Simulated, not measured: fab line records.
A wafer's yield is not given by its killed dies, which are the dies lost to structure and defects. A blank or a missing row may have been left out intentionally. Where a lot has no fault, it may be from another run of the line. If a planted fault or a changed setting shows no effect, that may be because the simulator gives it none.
Split-lot study    flow n5-finfet    39 wafers read across 7 lots, on a route 1938 steps long

SPLIT DETAILS
At N5_BEOL_M15_ILD_DEP_00 (deposits SiO2 from TEOS/O2, target thk 1629.3 nm, time 346.1 s), the setting time-s was moved away from the recipe's 346.1 s on 12 of the 39 wafers read, by -54.8% to +34.7%. All remaining wafers had this setting at the recipe value.

Split to reading: the file shows no intervening step.

THE READING
M15_ILD_THK (nm), taken at N5_BEOL_M15_THK_MEAS_01. Fault-free wafers of this fab line usually give 1635 nm, standard deviation 25 nm.

wafer   tool, chamber at the split  time-s as run, s  against the recipe  M15_ILD_THK, nm  against lot-mates on the recipe
L078.1  pecvd-02, 2                 346.1             recipe              1640             -
L078.2  pecvd-02, 1                 346.1             recipe              1628             -
L078.3  pecvd-02, 1                 399.9             +15.5%              1914             +269
L078.4  pecvd-02, 2                 399.9             +15.5%              1935             +290
L078.5  pecvd-02, 1                 399.9             +15.5%              1903             +258
L078.6  pecvd-02, 2                 346.1             recipe              1668             -
L085.1  pecvd-02, 1                 346.1             recipe              1637             -
L085.2  pecvd-02, 2                 346.1             recipe              1661             -
L085.3  pecvd-02, 0                 346.1             recipe              1618             -
L085.4  pecvd-02, 2                 346.1             recipe              1703             -
L085.5  pecvd-02, 0                 346.1             recipe              1641             -
L085.6  pecvd-02, 1                 346.1             recipe              1670             -
L084.1  pecvd-02, 2                 466.1             +34.7%              2217             +566
L084.2  pecvd-02, 1                 346.1             recipe              1656             -
L084.3  pecvd-02, 0                 466.1             +34.7%              2180             +529
L084.4  pecvd-02, 0                 346.1             recipe              1634             -
L084.5  pecvd-02, 1                 346.1             recipe              1664             -
L084.6  pecvd-02, 2                 466.1             +34.7%              2246             +595
L091.1  pecvd-01, 2                 346.1             recipe              1618             -
L091.2  pecvd-01, 1                 222.7             -35.7%              1054             -579
L091.3  pecvd-01, 0                 222.7             -35.7%              1062             -571
L091.4  pecvd-01, 1                 222.7             -35.7%              1042             -591
L091.5  pecvd-01, 0                 346.1             recipe              1653             -
L091.6  pecvd-01, 2                 346.1             recipe              1629             -
L093.1  pecvd-01, 1                 346.1             recipe              1622             -
L093.2  pecvd-01, 0                 346.1             recipe              1633             -
L093.3  pecvd-01, 2                 346.1             recipe              1629             -
L093.4  pecvd-01, 2                 346.1             recipe              1636             -
L093.5  pecvd-01, 1                 346.1             recipe              1649             -
L093.6  pecvd-01, 0                 346.1             recipe              1679             -
L097.1  pecvd-02, 2                 346.1             recipe              1635             -
L097.5  pecvd-02, 1                 346.1             recipe              1649             -
L097.6  pecvd-02, 0                 346.1             recipe              1639             -
L095.1  pecvd-02, 0                 156.3             -54.8%              749              -876
L095.2  pecvd-02, 1                 346.1             recipe              1613             -
L095.3  pecvd-02, 2                 346.1             recipe              1614             -
L095.4  pecvd-02, 1                 156.3             -54.8%              760              -865
L095.5  pecvd-02, 2                 156.3             -54.8%              771              -854
L095.6  pecvd-02, 0                 346.1             recipe              1647             -

FIT RESULTS
A straight line over all 39 wafers: M15_ILD_THK changes by +16.4 nm for each +1% of time-s; r = +1.00; the points scatter about the line by 21 nm.
The same after taking each lot's own level away (the mean of its wafers on the recipe; 39 wafers): +16.1 nm for each +1%; r = +1.00; scatter 20 nm.
The reading moves by 8.8e+02 nm for the largest change in time-s, on that fit.
From 1624.7 to 1655.0 nm: that is the span of the lots' own levels, equal to 1.2 times the standard deviation above.
So the lot-to-lot level changes the slope little: the two slopes agree.
Check: for one of the wafers moved furthest among these (-54.8%), held out of the fit, the line's prediction against its lot-mates is -879 nm. It came out at -876 nm against them.

THE OTHER SPLITS THESE WAFERS WENT THROUGH
Before the reading, these wafers also passed through other splits. Each is held against what the fit with the lots' levels taken away leaves over:
other split on the same wafers  wafers away from the commonest value  r with M15_ILD_THK (lot level and that fit taken away)
N5_BEOL_M5_CVD_47 target-thk-a  9                                     +0.06
N5_BEOL_M8_CURE_75 time-s       12                                    +0.09
N5_BEOL_M11_PECVD_70 time-s     18                                    +0.07

THE WHOLE CHAIN: every reading that the file lists as answering this split, in the file's order
step                     what it does                                                    reading                                                                              change (the file's fit)               r (the file's)
N5_BEOL_M15_ILD_DEP_00   deposits SiO2 from TEOS/O2, target thk 1629.3 nm, time 346.1 s  SiO2_of_BEOL_M15_ILD_DEP_00.thk-nm (the simulator's own value, which no gauge read)  +16.1 nm for each +1% of the setting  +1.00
N5_BEOL_M15_THK_MEAS_01                                                                  M15_ILD_THK                                                                          +16.1 for each +1% of the setting     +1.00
N5_BEOL_M15_VIA_ETCH_16  etches SiO2 in C4F8/O2/Ar, target depth 1792.2 nm               etch.depth-nm (the simulator's own value, which no gauge read)                       +16.1 nm for each +1% of the setting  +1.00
N5_BEOL_M15_VIA_ETCH_16  etches SiO2 in C4F8/O2/Ar, target depth 1792.2 nm               coat_of_BEOL_M15_COAT_04.thk-nm (the simulator's own value, which no gauge read)     -3.82 nm for each +1% of the setting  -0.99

FILE'S OWN FIT
M15_ILD_THK changes by +16.1 nm for each +1% of time-s, r = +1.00.
